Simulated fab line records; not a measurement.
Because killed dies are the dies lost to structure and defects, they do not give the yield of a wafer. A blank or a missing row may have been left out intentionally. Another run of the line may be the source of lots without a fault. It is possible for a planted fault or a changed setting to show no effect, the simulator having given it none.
A lot that was struck, set against a sound lot | flow n5 finfet | 27 out of 1938 route steps
Sound: wafers L673.4, L673.5, L673.6. Struck: wafers L680.1, L680.3, L680.4. The cause is named last.
At each step with rows: each side's tool, then ch and its chambers, then its first start. Under that, the readings that differ: sound wafers | struck wafers | difference of the means | sigmas: that difference in standard deviations of wafers without a fault.
alike: a reading whose means differ by less than 2 such deviations, as well as words and numbers matching on both sides. not compared: withheld readings; readings where some wafer has no value; bounds like >300 that might hide an equal value; numbers whose values overlap and for which the record gives no deviation.
Wherever a step has rows on one side only, a row that says differs or no value, or a row with sigmas, the two part there. When numbers do not overlap yet have no deviation, they are printed without sigmas and do not part them. A reading that every wafer of one side lacks parts them only if that side has two wafers or more.

first, 1 step without rows for these wafers: N5_BEOL_M4_SPUTTER_79 (material Cu, target thk 4.5 nm, time 8.29 s).
N5_BEOL_M4_ANNEAL_80: time 240 s.
  sound on pvd sputter-01 at day 8 07:11; struck on pvd sputter-01 at day 9 14:20
  alike: heater power w
then, 5 steps without rows for these wafers: N5_BEOL_M4_SPUTTER_81 (material Cu, target thk 4.5 nm, time 8.29 s); N5_BEOL_M4_ANNEAL_82 (time 240 s); N5_BEOL_M4_SPUTTER_86 (material Cu, target thk 4.5 nm, time 8.29 s); N5_BEOL_M4_ANNEAL_87 (time 240 s); N5_BEOL_M4_SPUTTER_88 (material Cu, target thk 4.5 nm, time 8.29 s).
N5_BEOL_M4_ANNEAL_89: time 240 s.
  sound on pvd sputter-01 at day 8 07:50; struck on pvd sputter-01 at day 9 15:00
  alike: heater power w
then, 4 steps without rows for these wafers: N5_BEOL_M4_SPUTTER_90 (material Cu, target thk 4.5 nm, time 8.29 s); N5_BEOL_M4_ANNEAL_91 (time 240 s); N5_BEOL_M4_SPUTTER_92 (material Cu, target thk 4.5 nm, time 8.29 s); N5_BEOL_M4_ANNEAL_93 (time 240 s).
N5_BEOL_M4_SPUTTER_94: material Cu, target thk 4.5 nm, time 8.29 s.
  sound on pvd sputter-01 at day 8 08:25; struck on pvd sputter-01 at day 9 15:35
  alike: chamber pressure pa, throttle valve pct
then, 3 steps without rows for these wafers: N5_BEOL_M4_ANNEAL_95 (time 240 s); N5_BEOL_M4_SPUTTER_96 (material Cu, target thk 4.5 nm, time 8.29 s); N5_BEOL_M4_ECD_50 (material Cu, target thk 300 nm).
N5_BEOL_M4_ANNEAL_51: time 90 s.
  sound on rtp anneal-02 ch 0, day 8 08:58; struck on rtp anneal-01 ch 0, day 9 16:03
  alike: wafer_temp_C_max
then, 1 step without rows for these wafers: N5_BEOL_M4_CMP_52 (polishes, stops on SiOC, t overpolish 6.8 s, target thk 40 nm).
N5_BEOL_M4_PRE_CLEAN_60: time 15 s.
  sound on cvd co-02 ch 0,1,2, day 8 09:50; struck on cvd co-02 ch 0,1,2, day 9 16:41
  alike: heater power w
N5_BEOL_M4_CO_CAP_55: material Co, precursor CCTBA/H2, target thk 2 nm, time 102.1 s.
  sound on cvd co-02 ch 0,1,2, day 8 09:54; struck on cvd co-02 ch 0,1,2, day 9 16:43
  alike: heater power w
then, 2 steps without rows for these wafers: N5_BEOL_M4_PRE_CLEAN_56 (time 15 s); N5_BEOL_M4_DEP_57 (deposits SiCN from 3MS/NH3, target thk 8 nm, time 14 s).
N5_BEOL_M4_RS_MEAS_58: measures by four-point-probe.
  sound on film metro-02 at day 8 10:03; struck on film metro-02 at day 9 16:55
  alike: M4_RS
N5_BEOL_M4_INSPECT_59: inspects for defects (darkfield).
  sound on defect inspect-02 at day 8 10:04; struck on defect inspect-01 at day 9 16:56
  reading          | sound      | struck   | difference | sigmas
  raw defect count | 105 99 143 | 48 43 51 | -68        | -3
N5_BEOL_M4_RC_MEAS_101:
  sound on prober-01 ch 0, day 8 10:34; struck on prober-01 ch 0, day 9 16:58
  alike: DIBL_N, DIBL_P, IOFF_N, IOFF_P, ION_N, ION_P, SS_N, SS_P, VT_N, VT_P
then, 1 step without rows for these wafers: N5_BEOL_M5_ILD_DEP_00 (deposits SiCOH lowk from DEMS/porogen, target thk 140.64 nm, time 25.9 s).
-- here the record skips 4 days between the struck wafers' starts before and after, leaving off in module BEOL_M5 and picking up in module PASSIVATION (first step shown: number 1936 of the route) --
N5_PASSIVATION_PROBE_49:
  the record has rows for the struck wafers here (prober-01, day 14 03:14) and none for the sound ones

== WHERE THEY PART ==
Earliest at N5_BEOL_M4_INSPECT_59; latest, in this record, at N5_PASSIVATION_PROBE_49.

WHY: what the simulator had put in
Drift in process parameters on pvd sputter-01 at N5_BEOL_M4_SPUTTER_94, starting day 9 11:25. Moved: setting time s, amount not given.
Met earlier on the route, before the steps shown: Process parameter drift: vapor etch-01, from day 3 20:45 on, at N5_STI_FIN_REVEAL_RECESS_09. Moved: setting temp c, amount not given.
